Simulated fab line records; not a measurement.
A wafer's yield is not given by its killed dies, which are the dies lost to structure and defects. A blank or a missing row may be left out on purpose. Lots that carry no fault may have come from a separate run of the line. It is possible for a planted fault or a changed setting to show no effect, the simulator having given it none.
Matching of chambers + flow n5_finfet + uv_cure-03 running N5_BEOL_M7_CURE_75: 3 sister chambers
The step cures SiCOH lowk, time 120 s. 3 wafers are shown with their chamber, then 8 later ones without.

== WAFERS PAIRED WITH THEIR CHAMBERS ==
| wafer  | chamber | wafer_temp_C_max |
|--------|---------|------------------|
| L085.5 | 2       | 373.2            |
| L091.5 | 0       | 372.1            |
| L093.1 | 1       | 372.6            |

== WAFERS WITHOUT THEIR CHAMBER ==
| wafer  | wafer_temp_C_max |
|--------|------------------|
| L093.4 | 372.4            |
| L093.5 | 371.7            |
| L095.1 | 371.8            |
| L095.2 | 372.0            |
| L095.4 | 371.8            |
| L096.2 | 372.1            |
| L096.3 | 373.2            |
| L096.5 | 373.4            |

== WHICH CHAMBER EACH ONE RAN IN ==
| wafer  | from the rows above     | in truth                   |
|--------|-------------------------|----------------------------|
| L093.4 | can't be placed: 1 or 0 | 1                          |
| L093.5 | 0                       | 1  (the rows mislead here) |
| L095.1 | 0                       | 0                          |
| L095.2 | 0                       | 0                          |
| L095.4 | 0                       | 0                          |
| L096.2 | 0                       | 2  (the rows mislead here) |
| L096.3 | 2                       | 2                          |
| L096.5 | 2                       | 2                          |
Placed correctly: 5 of 8. Cannot be placed on the basis of these rows: 1; the candidates contain the true chamber in 1. 2 placed wrongly.
How it was worked out, from the rows above alone: a wafer's distance from a chamber is the root of the sum, over the readings, of the square of ((its reading less the chamber's mean) divided by the reading's scatter). The wafer belongs to the nearest chamber; if the next one is less than 2 further off, it can't be placed. For every chamber, the mean is computed from those of its wafers that are shown. The scatter (one wafer shown for each chamber): square how far every hidden wafer sits from the nearest shown wafer, average those squares and take the square root.
